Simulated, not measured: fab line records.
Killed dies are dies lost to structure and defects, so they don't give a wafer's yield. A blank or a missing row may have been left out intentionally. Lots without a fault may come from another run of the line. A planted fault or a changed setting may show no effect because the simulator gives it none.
Split-lot trial    flow n5Finfet    21 wafers read across 7 lots, on a route 1938 steps long

## ABOUT THE SPLIT
At N5_BEOL_M10_EXPOSE_25 (exposes mask V9), the setting doseMj was moved away from the recipe's 85.5 on 7 of the 21 wafers read, by -5.0% to +5.1%. All remaining wafers had this setting at the recipe value.

## FROM THE SPLIT TO THE READING: what the file shows between them, 2 steps
- N5_BEOL_M10_PEB_26: peb time 60 s
- N5_BEOL_M10_DEVELOP_27: develop time 30 s

## THE READING
cdNm, in nm, at N5_BEOL_M10_CD_MEAS_28 (target cd 70 nm). Fault-free wafers of this fab line usually give 69.9 nm, standard deviation 0.75 nm.

wafer   tool, chamber at the split  doseMj as run  against the recipe  cdNm, nm  against lot-mates on the recipe
L075.1  arfiScanner-02, 0           85.5           recipe              69.9      -
L075.4  arfiScanner-02, 0           85.5           recipe              69.4      -
L075.5  arfiScanner-02, 0           85.5           recipe              70.7      -
L077.2  arfiScanner-02, 0           85.5           recipe              70.4      -
L077.3  arfiScanner-02, 0           85.5           recipe              70.3      -
L077.5  arfiScanner-02, 0           85.5           recipe              69.8      -
L078.2  arfiScanner-01, 0           85.5           recipe              71.0      -
L078.4  arfiScanner-01, 0           85.5           recipe              69.6      -
L078.5  arfiScanner-01, 0           85.5           recipe              69.6      -
L083.2  arfiScanner-02, 0           85.5           recipe              69.1      -
L083.4  arfiScanner-02, 0           87.42          +2.2%               71.8      +2.7
L083.6  arfiScanner-02, 0           87.42          +2.2%               72.4      +3.3
L088.1  arfiScanner-02, 0           85.5           recipe              69.1      -
L088.4  arfiScanner-02, 0           87.89          +2.8%               72.5      +3.4
L088.5  arfiScanner-02, 0           87.89          +2.8%               72.4      +3.3
L090.3  arfiScanner-03, 0           85.5           recipe              69.5      -
L090.5  arfiScanner-03, 0           85.5           recipe              69.9      -
L090.6  arfiScanner-03, 0           81.22          -5.0%               66.1      -3.6
L092.1  arfiScanner-02, 0           89.88          +5.1%               72.8      +4.2
L092.2  arfiScanner-02, 0           89.88          +5.1%               73.1      +4.5
L092.5  arfiScanner-02, 0           85.5           recipe              68.6      -

THE FIT
A straight line over all 21 wafers: cdNm changes by +0.728 nm for each +1% of doseMj; r = +0.93; the points scatter about the line by 0.65 nm.
The same after taking each lot's own level away (the mean of its wafers on the recipe; 21 wafers): +0.888 nm for each +1%; r = +0.96; scatter 0.57 nm.
That fit puts the effect of the largest move of doseMj on the reading at 4.6 nm.
Across the lots, their own levels run from 68.60 to 70.17 nm, a range of 2.1 times the standard deviation given above.
So the lot-to-lot level changes the slope: the two fits differ.
Check: with one of the wafers moved furthest among these (+5.1%) left out of the fit, the line predicts +4.94 nm for it against its lot-mates. Against them it came out at +4.2 nm.

## FILE'S OWN FIT
cdNm changes by +0.878 nm for each +1% of doseMj, r = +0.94.
